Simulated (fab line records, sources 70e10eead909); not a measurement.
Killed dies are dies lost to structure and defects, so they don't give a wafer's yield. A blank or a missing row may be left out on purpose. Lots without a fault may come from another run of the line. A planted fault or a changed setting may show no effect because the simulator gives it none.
Which tool did it? | flow nand_harc | 6 lots, 17 wafers sampled, at 5 steps of a route of 1302

WHAT THE GAUGES READ, wafer by wafer
NHARC_END_SORT_01.
lot | measured | on | killed_at_array

WHICH TOOL RAN EACH LOT (tool, then ch and the chambers of the sampled wafers, then the start)
lot  | NHARC_A_CHANNEL_HOLE_D1_ETCH_19  | NHARC_A_CHANNEL_HOLE_D1_ETCH_21  | NHARC_A_CHANNEL_HOLE_D1_STRIP_27              | NHARC_A_CHANNEL_FILL_D1_ALD_02
L307 | har_etch-01 ch 0,1, day 9 02:29  | har_etch-01 ch 0,1, day 9 02:57  | rie_diel-03 ch 1,3, day 9 08:23 or earlier    | ald_hk-04 ch 2,3, day 9 08:23
L312 | har_etch-02 ch 0,1, day 10 23:17 | har_etch-02 ch 0,1, day 10 23:50 | rie_diel-07 ch 1,2, day 11 05:23 or earlier   | ald_hk-04 ch 0,1,3, day 11 05:23
L316 | har_etch-02 ch 0,1, day 12 23:08 | har_etch-02 ch 0,1, day 12 23:38 | rie_diel-03 ch 0,1, day 13 05:11 or earlier   | ald_hk-04 ch 0,2,3, day 13 05:11
L318 | har_etch-02 ch 0,1, day 13 08:43 | har_etch-02 ch 0,1, day 13 09:09 | rie_diel-03 ch 0,2, day 13 14:56 or earlier   | ald_hk-04 ch 0,1, day 13 14:56
L327 | har_etch-02 ch 0,1, day 17 15:08 | har_etch-02 ch 0,1, day 17 15:34 | rie_diel-11 ch 0,1,3, day 17 21:11 or earlier | ald_hk-01 ch 1,2,3, day 17 21:11
L328 | har_etch-02 ch 0,1, day 18 07:04 | har_etch-02 ch 0,1, day 18 07:29 | rie_diel-11 ch 0,2, day 18 13:21 or earlier   | ald_hk-04 ch 1,2,3, day 18 13:21
- NHARC_A_CHANNEL_HOLE_D1_ETCH_19: etches the open film in C4F8/O2/Ar, time 34.5 s.
- NHARC_A_CHANNEL_HOLE_D1_ETCH_21: etches the open film in C4F8/O2/Ar, time 514.3 s, target depth 1600 nm.
- NHARC_A_CHANNEL_HOLE_D1_STRIP_27: strips in O2.
- NHARC_A_CHANNEL_FILL_D1_ALD_02: deposits SiO2, target thk 6 nm, pulse time 10 s, ald cycles 60.

THE ANSWER, worked out from the rows above alone
Rule: what is usual is taken from the lots themselves. Put in order of their means at a reading, lots are off if they are a third of the lots or fewer, leave a main group of 4 or more, and stand apart from it by a gap of 3 or more times the standard deviation of the main group's means; of several such gaps the widest counts. A main group whose means are all the same, to the digits that the tables above print for the reading, isn't used. A lot without any number at a reading at which 4 lots or more have one is off too. The other lots that the step has rows for count as sound.
No lot is off at any reading shown: from this, nothing can be told.

WHAT THE SIMULATOR HAD PUT IN
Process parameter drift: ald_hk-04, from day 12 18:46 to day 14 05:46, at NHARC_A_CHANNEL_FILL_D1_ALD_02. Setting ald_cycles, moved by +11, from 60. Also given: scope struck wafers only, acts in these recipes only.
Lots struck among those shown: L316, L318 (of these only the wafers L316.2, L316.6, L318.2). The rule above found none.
